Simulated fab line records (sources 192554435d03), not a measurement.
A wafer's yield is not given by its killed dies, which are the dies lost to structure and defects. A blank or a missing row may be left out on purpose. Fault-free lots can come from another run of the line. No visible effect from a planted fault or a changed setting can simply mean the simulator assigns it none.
Matching of chambers | flow n5-finfet | N5_FIN_SAQP_HM_DEP_72 on pecvd-03: 3 sister chambers
The step deposits SiO2 from SiH4/N2O, target thk 12 nm, time 7.2 s. 3 wafers are shown with their chamber, then 8 later ones without.

## WAFERS WITH THEIR CHAMBER
wafer  | chamber | showerhead-plenum-p-Torr (Torr)
L088.4 | 2       | 8.30
L088.6 | 1       | 8.25
L091.2 | 0       | 8.23

## WAFERS MISSING THEIR CHAMBER
wafer  | showerhead-plenum-p-Torr (Torr)
L091.5 | 8.29
L091.6 | 8.24
L093.1 | 8.23
L093.3 | 8.30
L093.6 | 8.31
L096.2 | 8.29
L096.4 | 8.26
L096.6 | 8.29

## EACH ONE'S CHAMBER
wafer  | from the rows above     | in truth
L091.5 | 2                       | 2
L091.6 | can't be placed: 0 or 1 | 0
L093.1 | 0                       | 0
L093.3 | 2                       | 2
L093.6 | 2                       | 2
L096.2 | 2                       | 2
L096.4 | 1                       | 1
L096.6 | 2                       | 2
Correctly placed: 7 of 8. These rows do not allow placing 1 (true chamber among the candidates in 1). Number placed wrongly: 0.
How it was worked out, from the rows above alone: a wafer's distance from a chamber is the root of the sum, over the readings, of the square of ((its reading less the chamber's mean) divided by the reading's scatter). If the next closest chamber is less than 2 further off than the closest, the wafer can't be placed; otherwise it belongs to the closest. The mean given for a chamber averages the wafers shown for that chamber. The scatter (one wafer shown for each chamber): square how far every hidden wafer sits from the nearest shown wafer, average those squares and take the square root.
